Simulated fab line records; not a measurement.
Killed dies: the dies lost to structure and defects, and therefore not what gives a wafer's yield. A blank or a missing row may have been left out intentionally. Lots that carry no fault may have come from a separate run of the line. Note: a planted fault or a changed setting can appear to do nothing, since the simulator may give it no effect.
Matching of chambers || flow nand_harc || NHARC_A_CONTACT_ETCH_102 on rie_diel-13: 4 sister chambers
The step etches the open film in CF4/O2, target depth 100 nm, overetch 10 nm, time 55 s. 4 wafers are shown with their chamber, then 8 later ones without.

WAFERS WITH THEIR CHAMBER
{"wafer": "L074.2", "chamber": 0, "showerhead_plenum_p_Torr (Torr)": 1.41}
{"wafer": "L086.3", "chamber": 3, "showerhead_plenum_p_Torr (Torr)": 1.25}
{"wafer": "L088.5", "chamber": 1, "showerhead_plenum_p_Torr (Torr)": 1.34}
{"wafer": "L090.1", "chamber": 2, "showerhead_plenum_p_Torr (Torr)": 1.36}

WAFERS WITH NO CHAMBER GIVEN
{"wafer": "L090.4", "showerhead_plenum_p_Torr (Torr)": 1.34}
{"wafer": "L090.5", "showerhead_plenum_p_Torr (Torr)": 1.34}
{"wafer": "L095.2", "showerhead_plenum_p_Torr (Torr)": 1.33}
{"wafer": "L095.3", "showerhead_plenum_p_Torr (Torr)": 1.36}
{"wafer": "L095.6", "showerhead_plenum_p_Torr (Torr)": 1.25}
{"wafer": "L096.3", "showerhead_plenum_p_Torr (Torr)": 1.39}
{"wafer": "L096.4", "showerhead_plenum_p_Torr (Torr)": 1.33}
{"wafer": "L096.5", "showerhead_plenum_p_Torr (Torr)": 1.36}

WHICH CHAMBER EACH WENT THROUGH
{"wafer": "L090.4", "from the rows above": 1, "in truth": 1}
{"wafer": "L090.5", "from the rows above": 1, "in truth": 1}
{"wafer": "L095.2", "from the rows above": 1, "in truth": 1}
{"wafer": "L095.3", "from the rows above": 2, "in truth": 2}
{"wafer": "L095.6", "from the rows above": 3, "in truth": 3}
{"wafer": "L096.3", "from the rows above": "can't be placed: 0 or 2", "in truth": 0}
{"wafer": "L096.4", "from the rows above": 1, "in truth": 1}
{"wafer": "L096.5", "from the rows above": 2, "in truth": 2}
7 of 8 placed correctly. From these rows, 1 cannot be placed; in 1 the true chamber is one of the candidates. Number placed wrongly: 0.
How it was worked out, from the rows above alone: a wafer's distance from a chamber is the root of the sum, over the readings, of the square of ((its reading less the chamber's mean) divided by the reading's scatter). If the next closest chamber is less than 2 further off than the closest, the wafer can't be placed; otherwise it belongs to the closest. For every chamber, the mean is computed from those of its wafers that are shown. The scatter (one wafer shown for each chamber): square how far every hidden wafer sits from the nearest shown wafer, average those squares and take the square root.
